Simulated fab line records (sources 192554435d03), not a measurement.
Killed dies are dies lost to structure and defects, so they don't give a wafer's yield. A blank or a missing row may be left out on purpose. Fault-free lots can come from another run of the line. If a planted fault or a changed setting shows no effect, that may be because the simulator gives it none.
Split-lot study ; flow n5 finfet ; route with 1938 steps; 7 lots, 21 wafers read

== THE SPLIT ==
At N5_MOL_CONTACT_COAG_ETCHBACK_136 (etches SiO2 in CHF3, target depth 25 nm, time 16.7 s), the setting target depth a was moved away from the recipe's 250 angstrom on 9 of the 21 wafers read, by -3.6% to +11.5%. For the rest of the wafers, this setting stayed at what the recipe calls for.

== BETWEEN THE SPLIT AND THE READING: the file shows 1 step in between ==
- N5_MOL_CONTACT_COAG_STRIP_120: strips in CHF3

== THE READING ==
etch.depth nm (the simulator's own value, which no gauge read), in nm, at N5_MOL_CONTACT_COAG_VIA_ETCH_117 (etches SiO2 in C4F6/O2, target depth 40 nm, overetch 8 nm, time 26 s). There is no usual value for it anywhere in the file. Across the 12 wafers here that went through the recipe, the average is 40.05 nm and the standard deviation 0.35 nm.

wafer;tool, chamber at the split;target depth a as run, angstrom;against the recipe;etch.depth nm, nm;against lot-mates on the recipe
L077.1;rie diel-03, 0,2;278.8;+11.5%;37.4;-3.02
L077.2;rie diel-03, 0,2;278.8;+11.5%;37.08;-3.34
L077.6;rie diel-03, 3;250;recipe;40.42;-
L080.1;rie diel-06, 1,0;250;recipe;39.94;-
L080.3;rie diel-06, 1,0;250;recipe;40.19;-
L080.4;rie diel-06, 3;241.4;-3.4%;40.68;+0.62
L081.1;rie diel-06, 3,0,3;250;recipe;39.67;-
L081.4;rie diel-06, 3,0,3;250;recipe;40.09;-
L081.6;rie diel-06, 3,0,3;250;recipe;39.55;-
L086.1;rie diel-03, 2,3;265.9;+6.4%;38.63;-1.72
L086.3;rie diel-03, 1;250;recipe;40.35;-
L086.5;rie diel-03, 2,3;265.9;+6.4%;39.16;-1.19
L090.2;rie diel-06, 2;250;recipe;40.18;-
L090.3;rie diel-06, 0,3;274.6;+9.8%;37.55;-2.63
L090.5;rie diel-06, 0,3;274.6;+9.8%;37.07;-3.11
L092.2;rie diel-01, 1;250;recipe;39.59;-
L092.4;rie diel-01, 0;241.1;-3.6%;40.76;+1.17
L092.6;rie diel-01, 0;241.1;-3.6%;40.64;+1.05
L096.1;rie diel-06, 2,3,2;250;recipe;40.56;-
L096.2;rie diel-06, 2,3,2;250;recipe;39.64;-
L096.6;rie diel-06, 2,3,2;250;recipe;40.4;-
When a row names more than one chamber, that row covers several wafers, and the file does not tell which wafer ran in which chamber.

THE FIT
A straight line over all 21 wafers: etch.depth nm changes by -0.24 nm for each +1% of target depth a; r = -0.96; the points scatter about the line by 0.36 nm.
The same after taking each lot's own level away (the mean of its wafers on the recipe; 21 wafers): -0.275 nm for each +1%; r = -0.98; scatter 0.27 nm.
The reading moves by 3.2 nm for the largest change in target depth a, on that fit.
Measured against the standard deviation above, the lots' own levels, which go from 39.590 to 40.420 nm, span 2.4 times it.
In other words, the slope is changed by the lot-to-lot level; the two fits disagree.
Check: for one of the wafers moved furthest among these (+11.5%), held out of the fit, the line's prediction against its lot-mates is -3.2 nm. Against them it came out at -3.02 nm.

== OTHER SPLITS ON THESE WAFERS ==
Before the reading, these wafers also passed through other splits. Each is held against what the fit with the lots' levels taken away leaves over:
other split on the same wafers;wafers away from the commonest value;r with etch.depth nm (lot level and that fit taken away)
N5_MOL_CONTACT_COAG_EXPOSE_05 dose mj;10;+0.04
N5_MOL_CONTACT_COAG_ALD_133 ald cycles;4;+0.36

== THE WHOLE CHAIN: every reading that the file lists as answering this split, in the file's order ==
step;what it does;reading;change (the file's fit);r (the file's)
N5_MOL_CONTACT_COAG_VIA_ETCH_117;etches SiO2 in C4F6/O2, target depth 40 nm, overetch 8 nm, time 26 s;MOL_CONTACT_COAG.feature depth nm (the simulator's own value, which no gauge read);-0.274 nm for each +1% of the setting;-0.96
N5_MOL_CONTACT_COAG_VIA_ETCH_117;etches SiO2 in C4F6/O2, target depth 40 nm, overetch 8 nm, time 26 s;etch.depth nm (the simulator's own value, which no gauge read);-0.272 nm for each +1% of the setting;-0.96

== THE FILE'S OWN FIT ==
etch.depth nm changes by -0.272 nm for each +1% of target depth a, r = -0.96.
